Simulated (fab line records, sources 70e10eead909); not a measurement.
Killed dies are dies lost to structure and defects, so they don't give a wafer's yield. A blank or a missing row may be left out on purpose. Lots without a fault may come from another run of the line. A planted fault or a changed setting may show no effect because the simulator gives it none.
Which tool did it? | flow nand_harc | 15 lots, 42 wafers sampled, at 5 steps of a route of 1302

WHAT THE GAUGES READ, wafer by wafer
NHARC_A_DECK1_JOINT_INSPECT_05. Usual: raw_defect_count 332, standard deviation 130.
lot  | measured     | on                | raw_defect_count | flag
L579 | day 12 09:44 | defect_inspect-01 | 271 331 665      |
L581 | day 13 03:08 | defect_inspect-02 | 299 597 312      |
L582 | day 13 23:06 | defect_inspect-01 | 299 320 365      |
L583 | day 14 03:23 | defect_inspect-01 | 162 301 210      |
L584 | day 14 09:14 | defect_inspect-01 | 411 337 181      |
L585 | day 14 18:31 | defect_inspect-01 | 217 610 512      |
L586 | day 15 20:31 | defect_inspect-02 | 358 261 262      |
L587 | day 15 21:35 | defect_inspect-01 | 291 330 421      |
L588 | day 16 11:59 | defect_inspect-01 | 483 825 449      |
L593 | day 18 14:59 | defect_inspect-02 | 303 471          |
L595 | day 19 06:02 | defect_inspect-01 | 205 366          |
L596 | day 19 20:23 | defect_inspect-02 | 374 188          |
L599 | day 20 13:55 | defect_inspect-02 | 270 290 295      |
L601 | day 21 19:22 | defect_inspect-01 | 221 334 302      |
L602 | day 22 21:41 | defect_inspect-02 | 255 203 322      |

NHARC_A_ONON_D2_THK_MEAS_14: measures by ellipsometry. Usual: thk_nm 1003 nm, standard deviation 9.2.
lot  | measured     | on            | thk_nm (nm)    | flag
L579 | day 12 12:35 | film_metro-01 | 993 993 994    |
L581 | day 13 06:01 | film_metro-01 | 1002 1003 1003 |
L582 | day 14 01:56 | film_metro-01 | 1004 1007 1006 |
L583 | day 14 06:14 | film_metro-01 | 1002 1000 1002 |
L584 | day 14 12:16 | film_metro-02 | 983 985 984    |
L585 | day 14 21:21 | film_metro-02 | 1005 1007 1006 |
L586 | day 15 23:21 | film_metro-02 | 1015 1014 1014 |
L587 | day 16 00:26 | film_metro-01 | 1008 1005 1008 |
L588 | day 16 14:50 | film_metro-01 | 1014 1014 1013 |
L593 | day 18 17:50 | film_metro-02 | 1001 1002      |
L595 | day 19 08:53 | film_metro-01 | 993 995        |
L596 | day 19 23:14 | film_metro-01 | 998 999        |
L599 | day 20 16:45 | film_metro-02 | 1002 1000 1001 |
L601 | day 21 22:14 | film_metro-02 | 997 999 998    |
L602 | day 23 00:31 | film_metro-01 | 1005 1005 1004 |

NHARC_A_ONON_D2_THK_MEAS_18: measures by ellipsometry. Usual: thk_nm 1005 nm, standard deviation 10.
lot  | measured     | on            | thk_nm (nm)    | flag
L579 | day 12 20:19 | film_metro-02 | 993 994 993    |
L581 | day 13 15:56 | film_metro-02 | 992 995 994    |
L582 | day 14 09:56 | film_metro-01 | 1018 1020 1019 |
L583 | day 14 16:55 | film_metro-02 | 994 992 993    |
L584 | day 14 16:55 | film_metro-01 | 996 995 998    |
L585 | day 15 04:44 | film_metro-02 | 1010 1011 1010 |
L586 | day 16 06:41 | film_metro-02 | 1014 1014 1012 |
L587 | day 16 06:41 | film_metro-01 | 1005 1005 1005 |
L588 | day 16 22:34 | film_metro-01 | 1002 1003 1000 |
L593 | day 19 01:11 | film_metro-02 | 1541 1542      | OFF
L595 | day 19 18:09 | film_metro-01 | 1007 1537      | OFF
L596 | day 20 07:16 | film_metro-01 | 1004 1534      | OFF
L599 | day 21 00:46 | film_metro-02 | 987 988 986    |
L601 | day 22 02:53 | film_metro-02 | 1003 1005 1005 |
L602 | day 23 06:12 | film_metro-02 | 1011 1011 1012 |

NHARC_END_SORT_01. Usual: killed_at_array 56, standard deviation 17; killed_at_other 1.2, standard deviation 1.4; killed_at_periphery 4, standard deviation 3.2; killed_dies 61, standard deviation 16; killed_open 3.6, standard deviation 2.1; killed_short 2.7, standard deviation 1.8.
lot  | measured     | on        | killed_at_array | killed_at_other | killed_at_periphery | killed_dies | killed_open | killed_short | flag
L593 | day 30 10:31 | prober-01 | 674 667         | 0 4             | 3 6                 | 677 677     | 2 6         | 1 4          | OFF
L595 | day 31 02:25 | prober-02 | 69 670          | 5 3             | 1 4                 | 75 677      | 0 2         | 0 2          | OFF
L596 | day 31 17:58 | prober-02 | 51 673          | 0 0             | 2 4                 | 53 677      | 3 4         | 6 6          | OFF

WHICH TOOL RAN EACH LOT (tool, then ch and the chambers of the sampled wafers, then the start)
lot  | NHARC_A_ONON_D2_DEP_16
L579 | pecvd_onon-01 ch 0, day 12 19:55
L581 | pecvd_onon-04 ch 0, day 13 15:25
L582 | pecvd_onon-02 ch 0, day 14 09:25
L583 | pecvd_onon-04 ch 0, day 14 16:28
L584 | pecvd_onon-01 ch 0, day 14 16:25
L585 | pecvd_onon-04 ch 0, day 15 04:17
L586 | pecvd_onon-04 ch 0, day 16 06:17
L587 | pecvd_onon-01 ch 0, day 16 06:10
L588 | pecvd_onon-04 ch 0, day 16 22:10
L593 | pecvd_onon-04 ch 0, day 19 00:40
L595 | pecvd_onon-04 ch 0, day 19 17:43
L596 | pecvd_onon-04 ch 0, day 20 06:49
L599 | pecvd_onon-01 ch 0, day 21 00:19
L601 | pecvd_onon-02 ch 0, day 22 02:22
L602 | pecvd_onon-01 ch 0, day 23 05:41
- NHARC_A_ONON_D2_DEP_16: target thk 1000 nm.

WHAT THE TOOLS THEMSELVES READ (means of the sampled wafers that have a number; where no wafer has one, the mark that the record gives instead)
The record holds no such reading with a usual standard deviation.

THE ANSWER, worked out from the rows above alone
Rule: a lot is off if the mean of its wafers that have a number lies more than 3 standard deviations from the usual mean. A lot without any number at a reading at which 4 lots or more have one is off too. The other lots that the step has rows for count as sound. The gauges are gone through in route order, then the tools' own readings, and for those a lot's mean is taken as printed above. The first step at which some lot is off is used, and at that step the reading that is off furthest; a lot without a number counts as furthest.
Off: L593, L595, L596, at NHARC_A_ONON_D2_THK_MEAS_18 (thk_nm).
A tool fits if, at a process step before that reading, it ran every lot that is off, and no sound lot after the first of them. The gauges at NHARC_A_ONON_D2_THK_MEAS_18 aren't tried: what is off there is off at NHARC_END_SORT_01 too, on other tools, and a gauge's error can't cause that. One fits: pecvd_onon-04 at NHARC_A_ONON_D2_DEP_16. Its last sound lot is L588 (day 16 22:10), its first lot that is off L593 (day 19 00:40): a fault that began between those two fits.

WHAT THE SIMULATOR HAD PUT IN
Process parameter drift: pecvd_onon-04, from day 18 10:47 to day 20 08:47, at NHARC_A_ONON_D2_DEP_16. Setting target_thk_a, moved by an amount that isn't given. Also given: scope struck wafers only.
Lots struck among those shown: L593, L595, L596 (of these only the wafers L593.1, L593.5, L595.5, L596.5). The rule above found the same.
